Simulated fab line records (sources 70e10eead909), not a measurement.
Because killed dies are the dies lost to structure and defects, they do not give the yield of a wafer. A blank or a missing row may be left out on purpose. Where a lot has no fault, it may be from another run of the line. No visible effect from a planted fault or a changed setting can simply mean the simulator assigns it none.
Chamber matching + flow nandHarc + pecvd-01 running NHARC_A_STAIRCASE_DEP_471: 3 sister chambers
The step deposits SiO2, target thk 100 nm. 6 wafers are shown with their chamber, then 12 later ones without.

== WAFERS PAIRED WITH THEIR CHAMBERS ==
| wafer  | chamber | showerheadVppV (V) | throttleValvePct (%) |
|--------|---------|--------------------|----------------------|
| L089.1 | 1       | 2039               | 15.3                 |
| L089.2 | 2       | 2035               | 16.9                 |
| L089.3 | 0       | 1678               | 15.9                 |
| L088.1 | 2       | 2058               | 16.9                 |
| L088.4 | 1       | 2023               | 15.7                 |
| L088.5 | 0       | 1682               | 15.8                 |

== WAFERS WITHOUT THEIR CHAMBER ==
| wafer  | showerheadVppV (V) | throttleValvePct (%) |
|--------|--------------------|----------------------|
| L090.1 | 2022               | 15.3                 |
| L090.5 | 1689               | 15.9                 |
| L090.6 | 1996               | 15.5                 |
| L092.1 | 2019               | 17.0                 |
| L092.3 | 1654               | 16.1                 |
| L092.6 | 2046               | 17.0                 |
| L094.4 | 2046               | 17.3                 |
| L094.5 | 1685               | 16.0                 |
| L094.6 | 2036               | 17.0                 |
| L096.1 | 1674               | 15.9                 |
| L096.2 | 1999               | 15.7                 |
| L096.3 | 2062               | 17.0                 |

== THE CHAMBER EACH PASSED THROUGH ==
| wafer  | from the rows above | in truth |
|--------|---------------------|----------|
| L090.1 | 1                   | 1        |
| L090.5 | 0                   | 0        |
| L090.6 | 1                   | 1        |
| L092.1 | 2                   | 2        |
| L092.3 | 0                   | 0        |
| L092.6 | 2                   | 2        |
| L094.4 | 2                   | 2        |
| L094.5 | 0                   | 0        |
| L094.6 | 2                   | 2        |
| L096.1 | 0                   | 0        |
| L096.2 | 1                   | 1        |
| L096.3 | 2                   | 2        |
Correctly placed: 12 of 12. Not placeable from these rows: 0. Placed wrongly: 0.
How it was worked out, from the rows above alone: a wafer's distance from a chamber is the root of the sum, over the readings, of the square of ((its reading less the chamber's mean) divided by the reading's scatter). If the next closest chamber is less than 2 further off than the closest, the wafer can't be placed; otherwise it belongs to the closest. A chamber's mean is the mean of its shown wafers. The scatter: the root of (the sum of the squares of (reading less its chamber's mean) over the shown wafers, divided by (wafers less chambers)).
